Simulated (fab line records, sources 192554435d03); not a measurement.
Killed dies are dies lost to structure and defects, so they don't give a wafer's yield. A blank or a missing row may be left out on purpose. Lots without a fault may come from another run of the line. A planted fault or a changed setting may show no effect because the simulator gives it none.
Which tool did it? | flow n5_finfet | 12 lots, 36 wafers sampled, at 4 steps of a route of 1938

WHAT THE GAUGES READ, wafer by wafer
N5_BEOL_M5_OVL_MEAS_12.
lot  | measured     | on         | M5_OVL (nm)
L074 | day 9 05:45  | overlay-02 | -1.0 -0.6 0.4
L077 | day 9 21:34  | overlay-01 | 1.0 0.2 0.5
L079 | day 10 04:40 | overlay-02 | -0.2 0.4 -0.7
L080 | day 10 09:25 | overlay-01 | 0.1 1.1 0.3
L083 | day 11 11:32 | overlay-02 | 0.3 -1.4 -0.9
L085 | day 12 21:02 | overlay-01 | -0.9 -0.4 -1.0
L087 | day 13 06:59 | overlay-02 | -0.2 0.2 -1.1
L089 | day 14 07:59 | overlay-01 | -0.2 1.1 1.2
L094 | day 15 01:41 | overlay-02 | -0.6 0.2 0.5
L093 | day 15 05:16 | overlay-02 | -1.5 0.0 0.1
L095 | day 15 11:29 | overlay-01 | -1.1 -1.0 -0.5
L096 | day 16 06:43 | overlay-02 | -0.2 0.0 -0.1

WHICH TOOL RAN EACH LOT (tool, then ch and the chambers of the sampled wafers, then the start)
lot  | N5_BEOL_M4_SPUTTER_81        | N5_BEOL_M4_SPUTTER_88        | N5_BEOL_M5_HM_DEP_02
L074 | pvd_sputter-01, day 9 00:58  | pvd_sputter-01, day 9 01:25  | pvd_sputter-01, day 9 05:19
L077 | pvd_sputter-02, day 9 15:52  | pvd_sputter-02, day 9 16:19  | pvd_sputter-01, day 9 21:03
L079 | pvd_sputter-03, day 9 23:30  | pvd_sputter-03, day 9 23:56  | pvd_sputter-03, day 10 04:13
L080 | pvd_sputter-02, day 10 02:28 | pvd_sputter-02, day 10 02:54 | pvd_sputter-03, day 10 08:59
L083 | pvd_sputter-01, day 11 05:20 | pvd_sputter-01, day 11 05:46 | pvd_sputter-01, day 11 11:07
L085 | pvd_sputter-01, day 12 16:31 | pvd_sputter-01, day 12 16:57 | pvd_sputter-02, day 12 20:37
L087 | pvd_sputter-03, day 12 23:55 | pvd_sputter-03, day 13 00:21 | pvd_sputter-01, day 13 06:34
L089 | pvd_sputter-01, day 14 02:35 | pvd_sputter-01, day 14 03:01 | pvd_sputter-02, day 14 07:26
L094 | pvd_sputter-02, day 14 19:45 | pvd_sputter-02, day 14 20:11 | pvd_sputter-03, day 15 01:08
L093 | pvd_sputter-03, day 14 23:32 | pvd_sputter-03, day 14 23:58 | pvd_sputter-02, day 15 04:43
L095 | pvd_sputter-03, day 15 06:07 | pvd_sputter-03, day 15 06:34 | pvd_sputter-02, day 15 10:56
L096 | pvd_sputter-03, day 15 23:34 | pvd_sputter-03, day 16 00:01 | pvd_sputter-03, day 16 06:10
- N5_BEOL_M4_SPUTTER_81: material Cu, target thk 4.5 nm, time 8.29 s.
- N5_BEOL_M4_SPUTTER_88: material Cu, target thk 4.5 nm, time 8.29 s.
- N5_BEOL_M5_HM_DEP_02: deposits TiN, target thk 20 nm.

THE ANSWER, worked out from the rows above alone
Rule: what is usual is taken from the lots themselves. Put in order of their means at a reading, lots are off if they are a third of the lots or fewer, leave a main group of 4 or more, and stand apart from it by a gap of 3 or more times the standard deviation of the main group's means; of several such gaps the widest counts. A main group whose means are all the same, to the digits that the tables above print for the reading, isn't used. A lot without any number at a reading at which 4 lots or more have one is off too. The other lots that the step has rows for count as sound.
No lot is off at any reading shown: from this, nothing can be told.

WHAT THE SIMULATOR HAD PUT IN
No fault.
